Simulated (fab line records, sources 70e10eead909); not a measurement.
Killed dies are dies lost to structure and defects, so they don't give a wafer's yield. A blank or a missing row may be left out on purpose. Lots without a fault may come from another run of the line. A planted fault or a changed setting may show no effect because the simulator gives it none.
A struck lot beside a sound one | flow nand_harc | 17 steps out of a route of 1159
Sound: wafers L921.2, L921.4, L921.6. Struck: wafers L908.1, L908.2, L908.3. The cause comes at the end.
At each step with rows: each side's tool, then ch and its chambers, then its first start. Under that, the readings that differ: sound wafers | struck wafers | difference of the means | sigmas: that difference in standard deviations of wafers without a fault.
alike: readings whose means differ by less than 2 such deviations, and words and numbers that are the same on both sides. not compared: withheld readings, readings that some wafer has no value for, bounds like >300 that may hide the same value, and numbers for which the record gives no deviation and whose values overlap.
The two part at a step that has a row with sigmas, a row that says differs or no value, or rows on one side only. Numbers that don't overlap but have no deviation are shown without sigmas and don't part them. A reading that every wafer of one side lacks parts them only if that side has two wafers or more.

first, 3 steps without rows for these wafers: NHARC_A_BONDPAD_HARDBAKE_10 (time 65 s); NHARC_A_BONDPAD_DESCUM_11 (chemistry O2, time 3 s); NHARC_A_BONDPAD_ETCH_34 (etches the open film in N2/H2, target depth 60 nm, overetch 18 nm, time 65.91 s).
NHARC_A_BONDPAD_ETCH_12: etches the open film in CHF3/O2, target depth 220 nm, time 110 s.
  sound on rie_diel-09 ch 0,1,2; struck on rie_diel-03 ch 0,1,3
  alike: bias_w, drypump_motor_current_A, mfc_ar_sccm, oes_product_au, rf_vpp_V, showerhead_plenum_p_Torr, throttle_valve_pct
  not compared: rf_hours_counter_h
NHARC_A_BONDPAD_CD_MEAS_13:
  sound on cd_sem-03, day 22 17:00; struck on cd_sem-02, day 19 09:08
  alike: cd_nm
then, 3 steps without rows for these wafers: NHARC_A_BONDPAD_STRIP_15 (strips in O2); NHARC_A_BONDPAD_ETCH_24 (etches the open film in CF4/N2, target depth 30 nm, time 72.99 s); NHARC_A_BONDPAD_STRIP_16 (strips in post etch residue remover, time 600 s).
NHARC_A_BONDPAD_DEGAS_25: time 60 s.
  sound on pvd_sputter-02, day 22 17:40; struck on pvd_sputter-03, day 19 09:46
  alike: heater_power_w
then, 1 step without rows for these wafers: NHARC_A_BONDPAD_PRE_CLEAN_26 (time 30 s).
NHARC_A_BONDPAD_PVD_17: deposits TaN, target thk 5 nm, time 8.06 s.
  sound on pvd_sputter-02; struck on pvd_sputter-03
  alike: throttle_valve_pct
then, 1 step without rows for these wafers: NHARC_A_BONDPAD_PVD_27 (deposits Cu, target thk 30 nm, time 20.49 s).
NHARC_A_BONDPAD_ECD_18: material Cu, target thk 400 nm.
  sound on ecd_cu-02 ch 0,1, day 22 18:02; struck on ecd_cu-01 ch 0,1, day 19 10:12
  no value came back on the struck wafers for bath_heat_duty_pct (%), bath_temp_c (C); on the sound wafers bath_heat_duty_pct (%) reads 7.4 6.2 7.0
NHARC_A_BONDPAD_ANNEAL_28: time 90 s.
  sound on rtp_anneal-01 ch 0, day 22 18:27; struck on rtp_anneal-01 ch 0, day 19 10:35
  alike: wafer_temp_C_max
NHARC_A_BONDPAD_CMP_19: polishes, t overpolish 30 s, cu recess touch 16 s, target thk 169.8 nm.
  sound on cmp-02 ch 1,2,3, day 22 18:44; struck on cmp-01 ch 0,1,2, day 19 10:55
  alike: motor_current_A, overpolish_run_s
NHARC_A_BONDPAD_THK_MEAS_20: measures by xrf.
  sound on film_metro-01, day 22 19:04; struck on film_metro-01, day 19 11:25
  reading     | sound             | struck         | difference | sigmas
  thk_nm (nm) | 169.9 168.9 170.7 | 31.2 29.1 31.3 | -139.3     | -99 or more
  not compared: hold
NHARC_END_SORT_01:
  the record has rows for the sound wafers here (prober-02 ch 0, day 24 06:59) and none for the struck ones

WHERE THEY PART
First at NHARC_A_BONDPAD_ECD_18; last, within this record, at NHARC_END_SORT_01.

WHY: what the simulator had put in
Skipped step whole: ecd_cu-01, from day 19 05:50 on, at NHARC_A_BONDPAD_ECD_18. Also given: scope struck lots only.
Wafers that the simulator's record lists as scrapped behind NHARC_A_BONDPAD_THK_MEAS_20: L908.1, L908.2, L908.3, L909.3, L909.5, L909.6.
